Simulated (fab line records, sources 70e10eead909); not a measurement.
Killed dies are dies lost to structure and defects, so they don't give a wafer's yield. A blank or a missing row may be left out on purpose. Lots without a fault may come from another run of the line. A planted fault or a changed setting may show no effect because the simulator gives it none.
Chamber matching | flow nand_harc | NHARC_P_GATE_ALD_36 on ald_sin-03: 4 sister chambers
The step deposits SiNx, target thk 20 nm, pulse time 60 s, ald cycles 223. 20 wafers are shown with their chamber, then 10 later ones without.

WAFERS WITH THEIR CHAMBER
wafer  | chamber | heater_power_w (W) | precursor_pulse_height_rel
L079.4 | 1       | 804                | 1.026
L079.1 | 0       | 838                | 1.010
L079.6 | 1       | 801                | 1.022
L082.4 | 1       | 788                | 1.000
L082.1 | 2       | 884                | 0.999
L082.3 | 3       | 848                | 0.992
L082.2 | 0       | 833                | 0.976
L082.6 | 1       | 795                | 1.007
L082.5 | 2       | 879                | 1.021
L087.2 | 3       | 846                | 1.010
L087.1 | 0       | 835                | 0.964
L087.6 | 1       | 791                | 0.985
L088.2 | 2       | 888                | 1.004
L088.1 | 3       | 866                | 1.014
L088.4 | 0       | 826                | 0.989
L088.3 | 1       | 796                | 1.040
L088.5 | 2       | 890                | 0.962
L088.6 | 3       | 894                | 0.982
L096.3 | 1       | 785                | 0.976
L096.1 | 2       | 880                | 0.975

SIGNATURES (means of the wafers above)
reading                    | chamber 0 | chamber 1 | chamber 2 | chamber 3 | scatter within a chamber
heater_power_w             | 833.00    | 794.29    | 884.20    | 863.50    | 11
precursor_pulse_height_rel | 0.98475   | 1.00800   | 0.99220   | 0.99950   | 0.0213
Rule: a wafer's distance from a chamber is the root of the sum, over the readings, of the square of ((its reading less the chamber's mean) divided by the reading's scatter). The wafer belongs to the nearest chamber; if the next one is less than 2 further off, it can't be placed. The scatter: the root of (the sum of the squares of (reading less its chamber's mean) over the shown wafers, divided by (wafers less chambers)).

WAFERS WITHOUT THEIR CHAMBER
wafer  | heater_power_w (W) | precursor_pulse_height_rel
L096.2 | 846                | 1.007
L096.6 | 791                | 0.992
L096.4 | 904                | 0.976
L096.5 | 860                | 1.009
L097.1 | 795                | 0.979
L097.3 | 877                | 1.025
L097.4 | 849                | 1.013
L097.2 | 868                | 0.993
L097.5 | 784                | 1.049
L097.6 | 891                | 0.983

WHICH CHAMBER EACH WENT THROUGH
wafer  | from the rows above          | in truth
L096.2 | can't be placed: 0 or 3 or 2 | 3
L096.6 | 1                            | 1
L096.4 | can't be placed: 2 or 3      | 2
L096.5 | can't be placed: 3 or 2      | 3
L097.1 | 1                            | 1
L097.3 | can't be placed: 2 or 3      | 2
L097.4 | can't be placed: 3 or 0 or 2 | 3
L097.2 | can't be placed: 3 or 2      | 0
L097.5 | 1                            | 1
L097.6 | can't be placed: 2 or 3      | 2
Placed correctly: 3 of 10. Can't be placed from these rows: 7 (the true chamber is among the candidates in 6). Placed wrongly: 0.
